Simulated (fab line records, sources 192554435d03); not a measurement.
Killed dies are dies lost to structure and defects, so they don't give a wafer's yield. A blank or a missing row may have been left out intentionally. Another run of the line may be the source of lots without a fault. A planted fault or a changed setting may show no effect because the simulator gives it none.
The tool behind it: which one? | flow n5 finfet | Sampling: 9 lots, 27 wafers, 5 of 1938 route steps

## WHAT EACH GAUGE READ, for each wafer
N5_MOL_CONTACT_COAG_OVL_MEAS_85.
lot  | measured     | on         | VG_OVL (nm)
L702 | day 5 00:58  | overlay-01 | 0.0 -0.1 0.4
L706 | day 6 03:16  | overlay-01 | 1.4 0.5 1.0
L708 | day 6 16:53  | overlay-02 | 1.1 0.5 0.7
L710 | day 7 03:41  | overlay-02 | 0.2 0.7 -0.6
L715 | day 8 16:47  | overlay-01 | 1.2 0.3 0.5
L718 | day 9 01:49  | overlay-01 | -0.2 -0.1 -0.4
L720 | day 9 12:33  | overlay-01 | -0.9 -0.9 0.0
L721 | day 9 20:50  | overlay-02 | -0.8 0.0 0.2
L725 | day 10 21:51 | overlay-01 | 0.6 0.9 0.4

N5_BEOL_M4_RC_MEAS_101.
lot  | measured     | on        | DIBL_N (mV/V)  | DIBL_P (mV/V)  | IOFF_N (nA/um) | IOFF_P (nA/um) | ION_N (uA/um) | ION_P (uA/um) | SS_N (mV/dec)  | SS_P (mV/dec)  | VT_N (mV)   | VT_P (mV)
L702 | day 7 23:18  | prober-02 | 40.3 37.1 43.8 | 40.9 35.4 44.8 | 0.23 0.15 0.36 | 0.31 0.21 0.42 | 680 676 712   | 471 464 478   | 72.2 71.3 73.7 | 74.8 73.7 76.2 | 243 251 240 | -246 -251 -243
L706 | day 9 01:54  | prober-01 | 36.7 36.7 36.5 | 38.7 36.8 38.3 | 0.17 0.16 0.16 | 0.26 0.21 0.25 | 681 671 679   | 475 459 473   | 70.8 71.5 71.2 | 74.1 72.5 73.6 | 248 251 251 | -247 -251 -247
L708 | day 9 08:11  | prober-02 | 35.3 38.5 39.3 | 36.6 39.5 40.8 | 0.15 0.22 0.23 | 0.19 0.25 0.27 | 670 703 706   | 458 474 471   | 71.4 72.1 72.3 | 73.1 73.8 74.8 | 253 245 248 | -255 -251 -249
L710 | day 10 05:55 | prober-01 | 38.9 37.5 38.8 | 41.4 38.2 40.7 | 0.20 0.16 0.21 | 0.29 0.23 0.28 | 679 682 691   | 467 470 474   | 71.3 72.1 72.2 | 74.8 74.1 74.7 | 248 249 248 | -246 -250 -246
L715 | day 11 10:53 | prober-02 | 36.1 33.9 37.1 | 38.2 34.1 38.5 | 0.19 0.14 0.23 | 0.28 0.21 0.30 | 668 673 694   | 459 458 469   | 71.0 70.5 71.8 | 74.4 72.7 74.5 | 243 251 241 | -245 -250 -245
L718 | day 12 21:28 | prober-01 | 39.3 41.2 36.0 | 41.4 44.0 36.5 | 0.23 0.28 0.16 | 0.26 0.32 0.19 | 687 704 681   | 465 470 456   | 72.8 73.7 71.7 | 74.4 75.4 73.3 | 246 241 248 | -248 -245 -253
L720 | day 12 22:43 | prober-01 | 32.3 36.5 32.7 | 33.6 38.5 34.1 | 0.11 0.18 0.12 | 0.14 0.20 0.14 | 657 679 663   | 445 458 449   | 71.2 72.3 71.1 | 72.2 73.7 72.2 | 256 249 254 | -257 -252 -258
L721 | day 13 00:56 | prober-02 | 36.2 37.1 35.3 | 33.2 35.2 33.1 | 0.15 0.17 0.13 | 0.18 0.21 0.18 | 670 676 677   | 456 454 466   | 71.6 71.7 70.6 | 72.5 72.8 73.1 | 253 250 252 | -253 -253 -250
L725 | day 14 06:08 | prober-01 | 37.3 37.0 33.1 | 38.5 38.7 34.3 | 0.16 0.17 0.10 | 0.18 0.18 0.13 | 675 675 656   | 450 449 445   | 72.0 71.9 70.3 | 74.2 73.9 72.1 | 252 251 256 | -257 -256 -258

## WHAT TOOL EACH LOT RAN ON (gives the tool, then ch and the chambers of the sampled wafers, and finally the start)
lot  | N5_MOL_CONTACT_COAG_DESCUM_88      | N5_MOL_CONTACT_COAG_VIA_ETCH_46   | N5_MOL_CONTACT_COAG_ETCH_47
L702 | rie diel-01 ch 0,1,3, day 5 01:14  | rie diel-01 ch 0,1,3, day 5 02:13 | rie diel-01 ch 0,1,3, day 5 02:19
L706 | rie diel-01 ch 0,1,3, day 6 03:22  | rie diel-03 ch 1,2, day 6 03:50   | rie diel-03 ch 1,2, day 6 03:57
L708 | rie diel-03 ch 1,2,3, day 6 16:59  | rie diel-03 ch 1,2,3, day 6 17:27 | rie diel-03 ch 1,2,3, day 6 17:34
L710 | rie diel-01 ch 0,1,2, day 7 03:47  | rie diel-01 ch 0,2, day 7 05:19   | rie diel-01 ch 0,2, day 7 05:26
L715 | rie diel-03 ch 0,3, day 8 17:01    | rie diel-03 ch 1,3, day 8 17:50   | rie diel-03 ch 1,3, day 8 17:57
L718 | rie diel-01 ch 0,1,3, day 9 02:24  | rie diel-03 ch 0,1, day 9 02:53   | rie diel-03 ch 0,1, day 9 02:59
L720 | rie diel-03 ch 0,1,3, day 9 13:35  | rie diel-05 ch 1,2,3, day 9 14:04 | rie diel-05 ch 1,2,3, day 9 14:11
L721 | rie diel-05 ch 0,2,3, day 9 20:56  | rie diel-05 ch 0,2,3, day 9 21:24 | rie diel-05 ch 0,2,3, day 9 21:30
L725 | rie diel-05 ch 1,2,3, day 10 21:58 | rie diel-01 ch 1,3, day 10 22:26  | rie diel-01 ch 1,3, day 10 22:32
- N5_MOL_CONTACT_COAG_DESCUM_88: chemistry O2, time 7 s.
- N5_MOL_CONTACT_COAG_VIA_ETCH_46: etches SiO2 in C4F6/O2, target depth 46 nm, overetch 9.2 nm, time 40 s.
- N5_MOL_CONTACT_COAG_ETCH_47: etches SiNx in CH3F/O2, stops on W, target depth 27 nm.

## AS READ BY THE TOOLS THEMSELVES (means over the sampled wafers that have a number; for cases with no such wafer, the mark the record gives instead)
N5_MOL_CONTACT_COAG_DESCUM_88.
lot  | tool        | drypump motor current A (A) | oes product au (a.u.) | rf vpp V (V) | showerhead plenum p Torr (Torr) | throttle valve pct (%)
L702 | rie diel-01 | 5.9                         | 0.71                  | 243.4        | 2.16                            | 20.58
L706 | rie diel-01 | 5.9                         | 0.70                  | 244.0        | 2.15                            | 20.60
L708 | rie diel-03 | 5.5                         | 0.78                  | 242.6        | 2.05                            | 20.35
L710 | rie diel-01 | 5.8                         | 0.79                  | 244.6        | 2.21                            | 20.44
L715 | rie diel-03 | 5.6                         | 0.84                  | 244.0        | 2.14                            | 20.25
L718 | rie diel-01 | 5.9                         | 0.76                  | 243.4        | 2.15                            | 20.47
L720 | rie diel-03 | 5.7                         | 0.81                  | 242.4        | 2.09                            | 20.25
L721 | rie diel-05 | 5.4                         | 0.69                  | 242.6        | 2.07                            | 20.39
L725 | rie diel-05 | 5.5                         | 0.70                  | 243.8        | 2.07                            | 20.62

N5_MOL_CONTACT_COAG_VIA_ETCH_46.
lot  | tool        | drypump motor current A (A) | oes_f_703_au (a.u.) | oes_o_777_au (a.u.) | oes product au (a.u.) | rf fwd power W (W) | rf vpp V (V) | showerhead plenum p Torr (Torr) | throttle valve pct (%)
L702 | rie diel-01 | 5.9                         | 0.71                | 0.73                | 0.64                  | 322.0              | 1619         | 2.88                            | 40.4
L706 | rie diel-03 | 5.2                         | 0.88                | 0.88                | 0.77                  | 322.2              | 1567         | 2.80                            | 40.4
L708 | rie diel-03 | 5.5                         | 0.82                | 0.82                | 0.70                  | 322.5              | 1565         | 2.77                            | 40.8
L710 | rie diel-01 | 5.7                         | 0.91                | 0.93                | 0.78                  | 323.6              | 1591         | 2.98                            | 40.5
L715 | rie diel-03 | 5.7                         | 0.86                | 0.87                | 0.75                  | 323.8              | 1568         | 2.77                            | 40.5
L718 | rie diel-03 | 5.3                         | 0.88                | 0.89                | 0.78                  | 324.1              | 1579         | 2.88                            | 40.8
L720 | rie diel-05 | 5.5                         | 0.73                | 0.73                | 0.63                  | 323.8              | 1553         | 2.82                            | 41.3
L721 | rie diel-05 | 5.4                         | 0.72                | 0.71                | 0.63                  | 322.9              | 1548         | 2.82                            | 40.9
L725 | rie diel-01 | 5.8                         | 0.77                | 0.77                | 0.68                  | 323.2              | 1622         | 2.86                            | 40.2

N5_MOL_CONTACT_COAG_ETCH_47.
lot  | tool        | drypump motor current A (A) | etch rf on time s (s) | oes_f_703_au (a.u.) | oes_o_777_au (a.u.) | oes product au (a.u.) | rf fwd power W (W) | rf vpp V (V) | showerhead plenum p Torr (Torr) | throttle valve pct (%)
L702 | rie diel-01 | 5.9                         | 32.2                  | 0.70                | 0.71                | 0.63                  | 387.8              | 304          | 2.03                            | 16.36
L706 | rie diel-03 | 5.2                         | 30.6                  | 0.89                | 0.88                | 0.77                  | 384.9              | 294          | 1.97                            | 16.02
L708 | rie diel-03 | 5.5                         | 30.9                  | 0.81                | 0.81                | 0.71                  | 386.8              | 294          | 1.95                            | 16.25
L710 | rie diel-01 | 5.7                         | 31.2                  | 0.91                | 0.91                | 0.79                  | 388.7              | 298          | 2.11                            | 16.05
L715 | rie diel-03 | 5.7                         | 29.3                  | 1.06                | 1.01                | 0.78                  | 450.1              | 276          | 1.95                            | 16.13
L718 | rie diel-03 | 5.3                         | 29.3                  | 1.10                | 1.03                | 0.80                  | 449.8              | 278          | 2.03                            | 16.03
L720 | rie diel-05 | 5.5                         | 31.9                  | 0.73                | 0.73                | 0.63                  | 386.0              | 290          | 1.98                            | 16.49
L721 | rie diel-05 | 5.4                         | 31.5                  | 0.72                | 0.72                | 0.63                  | 384.9              | 290          | 1.99                            | 16.41
L725 | rie diel-01 | 5.8                         | 31.9                  | 0.75                | 0.76                | 0.67                  | 386.9              | 305          | 2.02                            | 16.28

## THE ANSWER, worked out from the rows above alone
Rule: the usual values come from the lots themselves. The widest of any qualifying gaps counts: lots, ordered by their means at a reading, are off when they make up no more than a third of the lots, leave a main group of 4 or more, and stand apart from it by 3 or more times the standard deviation of that group's means. The tables above print the reading to a certain number of digits; a main group whose means all agree to those digits is not used. A lot without any number at a reading at which 4 lots or more have one is off too. Any other lot the step has rows for is counted as sound. The gauges are gone through in route order, then the tools' own readings, and for those a lot's mean is taken as printed above. At the first step where some lot is off, the reading lying furthest off is the one used; lots without a number count as furthest.
Off at N5_MOL_CONTACT_COAG_ETCH_47 (rf fwd power W): L715, L718. The main group: mean 386.6 W, standard deviation 1.3.
If a tool, at that step or one of the process steps before it, ran each lot that is off and ran no sound lot following the first of them, it fits. One candidate fits, namely rie diel-03 at N5_MOL_CONTACT_COAG_VIA_ETCH_46 and N5_MOL_CONTACT_COAG_ETCH_47. At N5_MOL_CONTACT_COAG_VIA_ETCH_46 its last sound lot is L708 (day 6 17:27), its first lot that is off L715 (day 8 17:50): a fault that began between those two fits.

## WHAT THE SIMULATOR HAD PUT IN
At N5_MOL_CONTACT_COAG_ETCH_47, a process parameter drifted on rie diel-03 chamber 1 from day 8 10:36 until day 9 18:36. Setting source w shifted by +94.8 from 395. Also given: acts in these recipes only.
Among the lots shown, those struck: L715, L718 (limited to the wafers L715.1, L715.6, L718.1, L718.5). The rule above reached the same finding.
